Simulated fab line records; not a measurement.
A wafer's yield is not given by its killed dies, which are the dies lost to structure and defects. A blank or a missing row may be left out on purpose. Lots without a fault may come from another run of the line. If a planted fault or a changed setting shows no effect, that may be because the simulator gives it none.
Which tool is to blame?    flow n5-finfet    36 wafers from 12 lots sampled at 2 of the route's 1938 steps

== WHAT EACH GAUGE READ, for each wafer ==
N5_BEOL_M5_THK_MEAS_01.
lot   measured      on             M5_ILD_THK (nm)
L075  day 9 04:33   film-metro-02  118.6 118.4 120.6
L076  day 9 09:25   film-metro-02  120.1 118.6 120.7
L079  day 9 14:35   film-metro-01  121.3 122.4 121.6
L081  day 10 01:14  film-metro-02  119.2 123.1 121.6
L083  day 10 16:56  film-metro-02  120.9 121.8 122.1
L085  day 11 02:29  film-metro-02  121.4 119.5 124.3
L087  day 11 21:11  film-metro-01  121.4 120.5 123.7
L090  day 12 06:17  film-metro-01  119.6 119.0 121.7
L091  day 12 15:18  film-metro-02  119.8 119.1 122.5
L092  day 13 07:22  film-metro-01  118.2 121.2 120.8
L095  day 13 10:23  film-metro-01  121.4 121.8 123.5
L097  day 14 09:46  film-metro-02  121.6 124.6 123.1

== WHICH TOOL RAN EACH LOT (tool, then ch and the chambers of the sampled wafers, then the start) ==
lot   N5_BEOL_M5_CURE_79
L075  uv-cure-03 ch 0, day 9 04:02
L076  uv-cure-02 ch 1, day 9 08:59
L079  uv-cure-01 ch 2, day 9 14:14
L081  uv-cure-01 ch 2, day 10 00:48
L083  uv-cure-03 ch 1, day 10 16:30
L085  uv-cure-02 ch 1, day 11 02:04
L087  uv-cure-03 ch 1, day 11 20:40
L090  uv-cure-01 ch 0, day 12 05:52
L091  uv-cure-03 ch 1, day 12 14:47
L092  uv-cure-02 ch 0, day 13 07:01
L095  uv-cure-02 ch 2, day 13 09:57
L097  uv-cure-01 ch 2, day 14 09:20
- N5_BEOL_M5_CURE_79: cures SiCOH lowk, time 240 s.

== THE ANSWER, worked out from the rows above alone ==
Rule: the usual values come from the lots themselves. Put in order of their means at a reading, lots are off if they are a third of the lots or fewer, leave a main group of 4 or more, and stand apart from it by a gap of 3 or more times the standard deviation of the main group's means; of several such gaps the widest counts. If all means in a main group match to the digits the tables above print for the reading, that group is not used. A lot without any number at a reading at which 4 lots or more have one is off too. Any other lot the step has rows for is counted as sound.
Nothing can be told from this: no lot is off at any reading shown.

== WHAT WAS PUT IN BY THE SIMULATOR ==
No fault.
